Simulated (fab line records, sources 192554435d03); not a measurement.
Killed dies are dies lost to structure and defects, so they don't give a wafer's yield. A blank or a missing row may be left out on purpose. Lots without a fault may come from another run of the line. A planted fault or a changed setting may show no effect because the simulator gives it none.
Chamber matching | flow n5_finfet | N5_BEOL_M9_PECVD_70 on pecvd-02: 3 sister chambers
The step deposits SiO2 from TEOS/O2, target thk 20 nm, time 22.7 s. 3 wafers are shown with their chamber, then 12 later ones without.

WAFERS WITH THEIR CHAMBER
wafer  | chamber | throttle_valve_pct (%)
L091.1 | 2       | 22.4
L091.2 | 1       | 21.7
L091.3 | 0       | 23.0

WAFERS WITHOUT THEIR CHAMBER
wafer  | throttle_valve_pct (%)
L092.1 | 21.8
L092.2 | 22.1
L092.3 | 22.8
L092.4 | 22.9
L092.5 | 21.9
L092.6 | 22.4
L094.1 | 22.7
L094.5 | 21.9
L094.6 | 22.2
L082.1 | 22.4
L082.3 | 21.9
L082.6 | 21.6

WHICH CHAMBER EACH WENT THROUGH
wafer  | from the rows above     | in truth
L092.1 | 1                       | 1
L092.2 | can't be placed: 2 or 1 | 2
L092.3 | can't be placed: 0 or 2 | 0
L092.4 | 0                       | 0
L092.5 | can't be placed: 1 or 2 | 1
L092.6 | 2                       | 2
L094.1 | can't be placed: 0 or 2 | 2
L094.5 | can't be placed: 1 or 2 | 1
L094.6 | can't be placed: 2 or 1 | 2
L082.1 | 2                       | 2
L082.3 | can't be placed: 1 or 2 | 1
L082.6 | 1                       | 1
Placed correctly: 5 of 12. Can't be placed from these rows: 7 (the true chamber is among the candidates in 7). Placed wrongly: 0.
How it was worked out, from the rows above alone: a wafer's distance from a chamber is the root of the sum, over the readings, of the square of ((its reading less the chamber's mean) divided by the reading's scatter). The wafer belongs to the nearest chamber; if the next one is less than 2 further off, it can't be placed. A chamber's mean is the mean of its shown wafers. The scatter: with one shown wafer a chamber, the root of the mean of the squares of how far each hidden wafer lies from its nearest shown one.
